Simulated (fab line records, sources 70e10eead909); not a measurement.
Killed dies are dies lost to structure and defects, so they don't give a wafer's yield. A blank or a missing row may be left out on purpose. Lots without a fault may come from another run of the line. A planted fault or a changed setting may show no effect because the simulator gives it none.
Chamber matching | flow nand_harc | NHARC_THIN_TSV_CMP_21 on cmp-04: 4 sister chambers
The step polishes, t overpolish 30 s, target thk 2000 nm. 16 wafers are shown with their chamber, then 8 later ones without.

WAFERS WITH THEIR CHAMBER
wafer  | chamber | motor_current_A (A) | overpolish_run_s (s) | slurry_flow_ml_min
L593.1 | 0       | 15.0                | 29.992               | 150.9
L593.5 | 1       | 13.8                | 30.007               | 150.3
L593.6 | 0       | 14.2                | 30.004               | 150.9
L595.2 | 0       | 14.6                | 30.003               | 150.0
L595.4 | 1       | 13.0                | 29.999               | 150.0
L595.5 | 0       | 14.6                | 29.989               | 150.4
L596.1 | 2       | 11.0                | 30.000               | 149.0
L596.3 | 1       | 13.4                | 29.995               | 150.5
L596.6 | 2       | 11.5                | 29.987               | 149.6
L598.2 | 0       | 14.5                | 30.001               | 149.3
L598.4 | 1       | 14.3                | 30.002               | 149.3
L598.6 | 3       | 12.0                | 29.997               | 150.3
L608.2 | 2       | 10.5                | 29.999               | 151.0
L608.4 | 0       | 14.9                | 30.001               | 150.2
L608.6 | 3       | 11.8                | 29.988               | 150.4
L612.1 | 0       | 15.4                | 30.005               | 150.6

SIGNATURES (means of the wafers above)
reading            | chamber 0 | chamber 1 | chamber 2 | chamber 3 | scatter within a chamber
motor_current_A    | 14.743    | 13.625    | 11.000    | 11.900    | 0.444
overpolish_run_s   | 29.99929  | 30.00075  | 29.99533  | 29.99250  | 0.00616
slurry_flow_ml_min | 150.329   | 150.025   | 149.867   | 150.350   | 0.636
Rule: a wafer's distance from a chamber is the root of the sum, over the readings, of the square of ((its reading less the chamber's mean) divided by the reading's scatter). The wafer belongs to the nearest chamber; if the next one is less than 2 further off, it can't be placed. The scatter: the root of (the sum of the squares of (reading less its chamber's mean) over the shown wafers, divided by (wafers less chambers)).

WAFERS WITHOUT THEIR CHAMBER
wafer  | motor_current_A (A) | overpolish_run_s (s) | slurry_flow_ml_min
L612.3 | 11.0                | 29.993               | 149.8
L612.6 | 10.4                | 30.009               | 149.8
L613.1 | 10.9                | 29.984               | 150.0
L613.4 | 13.2                | 29.994               | 150.8
L613.5 | 11.8                | 29.987               | 149.7
L616.1 | 14.1                | 30.003               | 149.6
L616.3 | 10.6                | 30.004               | 149.7
L616.5 | 13.3                | 29.992               | 149.1

WHICH CHAMBER EACH WENT THROUGH
wafer  | from the rows above          | in truth
L612.3 | can't be placed: 2 or 3      | 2
L612.6 | can't be placed: 2 or 3      | 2
L613.1 | can't be placed: 2 or 3      | 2
L613.4 | can't be placed: 1 or 3 or 0 | 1
L613.5 | can't be placed: 3 or 2      | 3
L616.1 | can't be placed: 1 or 0      | 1
L616.3 | can't be placed: 2 or 3      | 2
L616.5 | can't be placed: 1 or 3 or 0 | 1
Placed correctly: 0 of 8. Can't be placed from these rows: 8 (the true chamber is among the candidates in 8). Placed wrongly: 0.
